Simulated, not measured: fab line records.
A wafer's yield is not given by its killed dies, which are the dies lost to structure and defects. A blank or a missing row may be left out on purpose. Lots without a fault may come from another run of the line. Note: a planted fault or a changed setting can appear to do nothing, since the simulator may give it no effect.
Matching of chambers    flow n5 finfet    N5_WELL_APT_DESCUM_13 on rie diel-06: 4 sister chambers
The step chemistry O2, time 7.9 s. 14 wafers are shown with their chamber, then 7 later ones without.

WAFERS, EACH WITH ITS CHAMBER
wafer   chamber  showerhead plenum p Torr (Torr)  throttle valve pct (%)  oes product au (a.u.)
L987.1  1        1.99                             20.33                   0.71
L987.3  0        2.00                             20.80                   0.74
L987.6  2        2.07                             20.65                   0.66
L988.3  0        2.00                             20.80                   0.75
L988.4  2        2.07                             20.67                   0.67
L988.5  0        2.00                             20.78                   0.74
L992.2  1        1.99                             20.35                   0.71
L992.3  2        2.07                             20.69                   0.65
L992.6  2        2.07                             20.67                   0.66
L995.1  1        1.98                             20.35                   0.70
L995.5  1        1.98                             20.37                   0.69
L995.6  3        2.19                             20.57                   0.76
L997.1  0        1.99                             20.85                   0.73
L997.4  0        1.99                             20.83                   0.72

SIGNATURES (averages over the wafers above)
reading                   chamber 0  chamber 1  chamber 2  chamber 3  scatter within a chamber
showerhead plenum p Torr  1.9960     1.9850     2.0700     2.1900     0.00469
throttle valve pct        20.8120    20.3500    20.6700    20.5700    0.0216
oes product au            0.7360     0.7025     0.6600     0.7600     0.00997
Rule: distance of a wafer from a chamber = root of the sum over the readings of ((wafer's reading minus chamber's mean) / reading's scatter) squared. The wafer belongs to the nearest chamber; if the next one is less than 2 further off, it can't be placed. The scatter: take each reading less its chamber's mean, square it, sum over the shown wafers, divide by the number of wafers less the number of chambers, and take the root.

WAFERS WITHOUT THEIR CHAMBER
wafer   showerhead plenum p Torr (Torr)  throttle valve pct (%)  oes product au (a.u.)
L997.5  2.18                             20.58                   0.76
L998.2  1.99                             20.84                   0.72
L998.3  1.98                             20.37                   0.70
L998.5  2.18                             20.59                   0.76
L999.2  1.99                             20.84                   0.71
L999.3  2.18                             20.58                   0.74
L999.6  2.06                             20.36                   1.00

THE CHAMBER EACH PASSED THROUGH
wafer    from the rows above   in truth
L997.5   3                     3
L998.2   0                     0
L998.3   1                     1
L998.5   3                     3
L999.2   0                     0
L999.3   3                     3
L999.6   1                     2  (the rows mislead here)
Correctly placed: 6 of 7. Number that these rows cannot place: 0. 1 placed wrongly.
